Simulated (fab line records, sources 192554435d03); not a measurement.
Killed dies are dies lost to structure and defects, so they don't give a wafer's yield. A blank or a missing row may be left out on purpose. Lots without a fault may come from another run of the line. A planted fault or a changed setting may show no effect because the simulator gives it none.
fab line records | flow n5_finfet
record lots=7 wafers=39
route steps=1938 shown BEOL_M15@1809
start_h: hours from the record's first day to the start of the lot's first wafer shown | wait_h: hours since the lot's step before | " the same as in the row above | L1.1+2: a row that stands for several wafers | - no value, or no start given | * or withheld: withheld | < > ~ a bound
route shown NAME@n: a module of which the file shows steps, and the number in the route of the first | usual: mean/standard deviation of fault-free wafers | same: alike in all rows | chamber/n: place in a boat | sites: the reading at each site | _std_site: their standard deviation | _edge_site: outer sites' mean less inner sites' | radius_mm: how far each site lies from the wafer's centre | mask NAME#n: copy n | behind: the tool/chamber that last shaped the wafer | hold: why the lot was held/for how many hours/how that ended | device: the transistor (n, p or np) that didn't switch | end of line: the same wafers' tests at the end of the route | a step without rows: its recipe alone | killed: dies lost to structure and defects at the first sort, not the wafer's yield | map: a wafer's dies, x killed, . not, _ none there
set.NAME: the setting as run; set.NAME@STEP: as run at that earlier step | model.NAME: the simulator's own value behind a step, which no gauge read
lots whose settings were changed on purpose; a table a step, a row a wafer
## steps
# step N5_BEOL_M15_TRENCH_ETCH_34
# recipe chemistry=C4F8/O2/Ar target=SiO2 target_depth_a=8729.3 he_inner_torr=15 he_outer_torr=30 time_s=199 ion_energy_ev=800 pressure_mtorr=20 source_w=1905 bias_w=2040 Ar_flow_sccm=400 C4F8_flow_sccm=16 O2_flow_sccm=12
# columns lot.wafer tool chamber start_h wait_h set.time_s model.etch.depth_nm model.coat_of_BEOL_M15_COAT_22.thk_nm
L074.1 rie_diel-02 2 289.10 0.0 199 857.5 552.8
L074.2 " 3 " " 124.7 554.3 609.4
L074.3 " 0 " " 199 861.1 552.6
L074.4 " 1 " " 124.7 550.5 612.4
L074.5 " 1 " " 124.7 552.9 611.4
L074.6 " 2 " " 199 864.4 551.4
L083.1 rie_diel-01 0 345.72 0.0 314.5 1393 438.6
L083.2 " 3 " " 199 880 539.6
L083.3 " 2 " " 314.5 1430 426.8
L083.4 " 1 " " 199 871.2 538.2
L083.5 " 0 " " 314.5 1396 438.8
L083.6 " 1 " " 199 876.6 541
L086.1 rie_diel-01 3 365.92 0.0 199 869.5 544.6
L086.2 " 2 " " 307.9 1372 441.2
L086.3 " 0 " " 199 879.9 545.8
L086.4 " 1 " " 307.9 1346 443.8
L086.5 " 1 " " 199 866 543.4
L086.6 " 0 " " 307.9 1354 449.8
L091.3 rie_diel-05 2 388.84 0.0 199 872.9 545.2
L091.4 " 0 " " 199 863.4 553.4
L091.6 " 2 " " 199 871.3 548.2
L089.1 rie_diel-01 0 389.02 0.0 96.37 419.8 634.6
L089.2 " 1 " " 199 860.5 543.8
L089.3 " 3 " " 199 855.1 549.2
L089.4 " 2 " " 96.37 426.7 634.8
L089.5 " 1 " " 199 854.5 547.8
L089.6 " 2 " " 96.37 430.3 631.2
L097.1 rie_diel-01 3 422.33 0.0 199 855.3 549.2
L097.2 " 0 " " 97.64 428.5 633.8
L097.3 " 2 " " 97.64 435.5 631.4
L097.4 " 1 " " 199 852.2 548.8
L097.5 " 0 " " 199 871.6 546.4
L097.6 " 1 " " 97.64 419.2 632.8
L096.1 rie_diel-02 2 434.26 0.0 199 852.6 554.2
L096.2 " 1 " " 199 875.7 546.6
L096.3 " 0 " " 199 836.9 558.6
L096.4 " 3 " " 311.1 1380 445.6
L096.5 " 2 " " 311.1 1333 459.8
L096.6 " 3 " " 311.1 1374 446
# step N5_BEOL_M15_STRIP_36
# recipe chemistry=O2 power_w=600 temp_c=60 pressure_mtorr=30 rf_frequency_hz=6e+07 bias_power_w=0 overash_fraction=0.3 o2_flow_sccm=225
# step N5_BEOL_M15_ECD_47
# recipe material=Cu target_thk_a=18600
# step N5_BEOL_M15_ANNEAL_48
# recipe temp_c=225 time_s=90 ambient=N2
# step N5_BEOL_M15_CMP_49
# recipe stop_on=SiO2 t_overpolish_s=4.9 down_force_psi=2 platen_rpm=80 clearing_platen_down_force_psi=2 clearing_platen_rpm=80 post_cmp_clean=cu_alkaline target_thk_nm=850 clearing_platen_pad_velocity_m_s=1.5917 pad_velocity_m_s=1.5917
# columns lot.wafer tool chamber start_h wait_h set.time_s@BEOL_M15_TRENCH_ETCH_34 model.Cu_of_BEOL_M15_ECD_47.thk_nm
L074.3 cmp-04 3 296.99 0.2 199 837
L074.1 " 0 " " 199 831.2
L074.4 " 1 " " 124.7 524.6
L074.2 " 2 " " 124.7 530.8
L074.6 " 3 " " 199 840
L074.5 " 0 " " 124.7 526.6
L083.3 cmp-04 1 347.88 0.2 314.5 1406
L083.2 " 2 " " 199 855.6
L083.1 " 3 " " 314.5 1369
L083.4 " 0 " " 199 846
L083.5 " 1 " " 314.5 1372
L083.6 " 2 " " 199 853.6
L086.3 cmp-01 0 368.79 0.2 199 855.2
L086.4 " 1 " " 307.9 1323
L086.1 " 2 " " 199 847.4
L086.2 " 3 " " 307.9 1349
L086.5 " 0 " " 199 840.6
L086.6 " 1 " " 307.9 1330
L091.4 cmp-04 1 390.47 0.2 199 839.6
L091.3 " 2 " " 199 850.6
L091.6 " 0 " " 199 846.6
L089.4 cmp-04 3 395.41 0.1 96.37 404.4
L089.1 " 0 " " 96.37 395.2
L089.2 " 1 " " 199 837.2
L089.3 " 2 " " 199 832.2
L089.6 " 3 " " 96.37 406.4
L089.5 " 0 " " 199 829.8
L097.3 cmp-02 1 424.98 0.2 97.64 413.2
L097.2 " 2 " " 97.64 405
L097.4 " 3 " " 199 829.2
L097.1 " 0 " " 199 831
L097.5 " 1 " " 199 850.4
L097.6 " 2 " " 97.64 396.2
L096.2 cmp-02 2 436.46 0.2 199 854.2
L096.3 " 3 " " 199 814.8
L096.1 " 0 " " 199 830.2
L096.4 " 1 " " 311.1 1358
L096.6 " 2 " " 311.1 1351
L096.5 " 3 " " 311.1 1311
# step N5_BEOL_M15_THK_MEAS_50
# recipe thk_meas_gauge=xrf reads=Cu_of_BEOL_M15_ECD_47
# usual M15_THK=857/16
# columns lot.wafer tool chamber start_h wait_h set.time_s@BEOL_M15_TRENCH_ETCH_34 M15_THK[nm]
L074.1 film_metro-01 - 297.29 - 199 842
L074.2 " - " " 124.7 537
L074.3 " - " " 199 842
L074.4 " - " " 124.7 529
L074.5 " - " " 124.7 532
L074.6 " - " " 199 848
L083.1 film_metro-01 - 348.17 - 314.5 1394
L083.2 " - " " 199 871
L083.3 " - " " 314.5 1424
L083.4 " - " " 199 856
L083.5 " - " " 314.5 1398
L083.6 " - " " 199 866
L086.1 film_metro-01 - 369.09 - 199 846
L086.2 " - " " 307.9 1348
L086.3 " - " " 199 860
L086.4 " - " " 307.9 1321
L086.5 " - " " 199 839
L086.6 " - " " 307.9 1329
L091.3 film_metro-01 - 390.70 - 199 864
L091.4 " - " " 199 847
L091.6 " - " " 199 852
L089.1 film_metro-01 - 395.71 - 96.37 401
L089.2 " - " " 199 846
L089.3 " - " " 199 840
L089.4 " - " " 96.37 410
L089.5 " - " " 199 842
L089.6 " - " " 96.37 409
L097.1 film_metro-02 - 425.28 - 199 830
L097.2 " - " " 97.64 404
L097.3 " - " " 97.64 414
L097.4 " - " " 199 829
L097.5 " - " " 199 849
L097.6 " - " " 97.64 395
L096.1 film_metro-02 - 436.76 - 199 817
L096.2 " - " " 199 841
L096.3 " - " " 199 803
L096.4 " - " " 311.1 1343
L096.5 " - " " 311.1 1293
L096.6 " - " " 311.1 1333
# step N5_BEOL_M15_PRE_CLEAN_52
# recipe gas=NH3 time_s=15 temp_c=withheld rf_power_w=300
# step N5_BEOL_M15_DEP_53
# recipe material=SiCN target_thk_a=500 temp_c=withheld precursor=3MS/NH3 pressure_torr=3 rf_w=675 time_s=17.8
# step N5_BEOL_M15_RS_MEAS_54
# recipe thk_meas_gauge=four-point-probe reads=Cu_of_BEOL_M15_ECD_47+Ta_of_BEOL_M15_SPUTTER_44+TaN_of_BEOL_M15_SPUTTER_43
# usual M15_RS=0.0216/0.00037
# columns lot.wafer tool chamber start_h wait_h set.time_s@BEOL_M15_TRENCH_ETCH_34 M15_RS[ohm/sq]
L074.1 film_metro-01 - 297.42 0.0 199 0.0220
L074.2 " - " " 124.7 0.0349
L074.3 " - " " 199 0.0219
L074.4 " - " " 124.7 0.0352
L074.5 " - " " 124.7 0.0351
L074.6 " - " " 199 0.0218
L083.1 film_metro-02 - 348.33 0.1 314.5 0.0133
L083.2 " - " " 199 0.0214
L083.3 " - " " 314.5 0.0130
L083.4 " - " " 199 0.0216
L083.5 " - " " 314.5 0.0133
L083.6 " - " " 199 0.0215
L086.1 film_metro-02 - 369.22 0.0 199 0.0216
L086.2 " - " " 307.9 0.0135
L086.3 " - " " 199 0.0214
L086.4 " - " " 307.9 0.0138
L086.5 " - " " 199 0.0217
L086.6 " - " " 307.9 0.0137
L091.3 film_metro-02 - 390.82 0.1 199 0.0215
L091.4 " - " " 199 0.0218
L091.6 " - " " 199 0.0216
L089.1 film_metro-01 - 395.83 0.0 96.37 0.0471
L089.2 " - " " 199 0.0219
L089.3 " - " " 199 0.0220
L089.4 " - " " 96.37 0.0460
L089.5 " - " " 199 0.0221
L089.6 " - " " 96.37 0.0459
L097.1 film_metro-01 - 425.41 0.0 199 0.0221
L097.2 " - " " 97.64 0.0460
L097.3 " - " " 97.64 0.0452
L097.4 " - " " 199 0.0221
L097.5 " - " " 199 0.0215
L097.6 " - " " 97.64 0.0471
L096.1 film_metro-02 - 436.89 0.0 199 0.0221
L096.2 " - " " 199 0.0214
L096.3 " - " " 199 0.0225
L096.4 " - " " 311.1 0.0134
L096.5 " - " " 311.1 0.0139
L096.6 " - " " 311.1 0.0135
## key
split step=N5_BEOL_M15_TRENCH_ETCH_34 setting=time_s stated=199 by=wafer
response step=N5_BEOL_M15_TRENCH_ETCH_34 reading=model.etch.depth_nm change=+8.75 per=1% r=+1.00
response step=N5_BEOL_M15_TRENCH_ETCH_34 reading=model.coat_of_BEOL_M15_COAT_22.thk_nm change=-1.75 per=1% r=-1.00
response step=N5_BEOL_M15_CMP_49 reading=model.Cu_of_BEOL_M15_ECD_47.thk_nm change=+8.76 per=1% r=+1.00
response step=N5_BEOL_M15_THK_MEAS_50 reading=M15_THK change=+8.79 per=1% r=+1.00
response step=N5_BEOL_M15_RS_MEAS_54 reading=M15_RS shape=bent at_lowest=0.0463 at_stated=0.0218 at_highest=0.0132
